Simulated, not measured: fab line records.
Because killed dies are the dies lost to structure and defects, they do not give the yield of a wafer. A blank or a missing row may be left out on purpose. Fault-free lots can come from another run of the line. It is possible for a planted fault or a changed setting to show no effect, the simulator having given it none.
Matching of chambers / flow nand-harc / NHARC_A_CONTACT_ETCH_102 on rie-diel-06 has 4 sister chambers
The step etches the open film in CF4/O2, target depth 70 nm, overetch 7 nm, time 38.5 s. 8 wafers are shown with their chamber, then 12 later ones without.

## WAFERS, EACH WITH ITS CHAMBER
wafer=L082.1; chamber=2; drypump-motor-current-A (A)=5.3; showerhead-plenum-p-Torr (Torr)=1.26
wafer=L081.2; chamber=3; drypump-motor-current-A (A)=5.9; showerhead-plenum-p-Torr (Torr)=1.39
wafer=L081.3; chamber=2; drypump-motor-current-A (A)=5.3; showerhead-plenum-p-Torr (Torr)=1.25
wafer=L089.4; chamber=3; drypump-motor-current-A (A)=5.8; showerhead-plenum-p-Torr (Torr)=1.39
wafer=L089.5; chamber=1; drypump-motor-current-A (A)=5.0; showerhead-plenum-p-Torr (Torr)=1.42
wafer=L093.1; chamber=0; drypump-motor-current-A (A)=6.7; showerhead-plenum-p-Torr (Torr)=1.36
wafer=L093.2; chamber=1; drypump-motor-current-A (A)=5.0; showerhead-plenum-p-Torr (Torr)=1.42
wafer=L093.6; chamber=0; drypump-motor-current-A (A)=6.7; showerhead-plenum-p-Torr (Torr)=1.36

## WAFERS WITH NO CHAMBER GIVEN
wafer=L092.1; drypump-motor-current-A (A)=6.7; showerhead-plenum-p-Torr (Torr)=1.36
wafer=L092.2; drypump-motor-current-A (A)=5.0; showerhead-plenum-p-Torr (Torr)=1.42
wafer=L092.6; drypump-motor-current-A (A)=5.0; showerhead-plenum-p-Torr (Torr)=1.42
wafer=L090.1; drypump-motor-current-A (A)=5.9; showerhead-plenum-p-Torr (Torr)=1.39
wafer=L090.2; drypump-motor-current-A (A)=6.7; showerhead-plenum-p-Torr (Torr)=1.36
wafer=L090.6; drypump-motor-current-A (A)=5.9; showerhead-plenum-p-Torr (Torr)=1.39
wafer=L097.1; drypump-motor-current-A (A)=6.7; showerhead-plenum-p-Torr (Torr)=1.36
wafer=L097.2; drypump-motor-current-A (A)=5.0; showerhead-plenum-p-Torr (Torr)=1.41
wafer=L097.6; drypump-motor-current-A (A)=5.9; showerhead-plenum-p-Torr (Torr)=1.39
wafer=L096.1; drypump-motor-current-A (A)=5.0; showerhead-plenum-p-Torr (Torr)=1.41
wafer=L096.4; drypump-motor-current-A (A)=6.7; showerhead-plenum-p-Torr (Torr)=1.35
wafer=L096.5; drypump-motor-current-A (A)=6.7; showerhead-plenum-p-Torr (Torr)=1.36

## CHAMBER TAKEN BY EACH
wafer=L092.1; from the rows above=0; in truth=0
wafer=L092.2; from the rows above=1; in truth=1
wafer=L092.6; from the rows above=1; in truth=1
wafer=L090.1; from the rows above=3; in truth=3
wafer=L090.2; from the rows above=0; in truth=0
wafer=L090.6; from the rows above=3; in truth=3
wafer=L097.1; from the rows above=0; in truth=0
wafer=L097.2; from the rows above=1; in truth=1
wafer=L097.6; from the rows above=3; in truth=3
wafer=L096.1; from the rows above=1; in truth=1
wafer=L096.4; from the rows above=0; in truth=0
wafer=L096.5; from the rows above=0; in truth=0
Correctly placed: 12 of 12. Number that these rows cannot place: 0. Placed wrongly: 0.
How it was worked out, from the rows above alone: a wafer's distance from a chamber is the root of the sum, over the readings, of the square of ((its reading less the chamber's mean) divided by the reading's scatter). If the next closest chamber is less than 2 further off than the closest, the wafer can't be placed; otherwise it belongs to the closest. Each chamber's mean is taken over the wafers shown for it. The scatter: take each reading less its chamber's mean, square it, sum over the shown wafers, divide by the number of wafers less the number of chambers, and take the root.
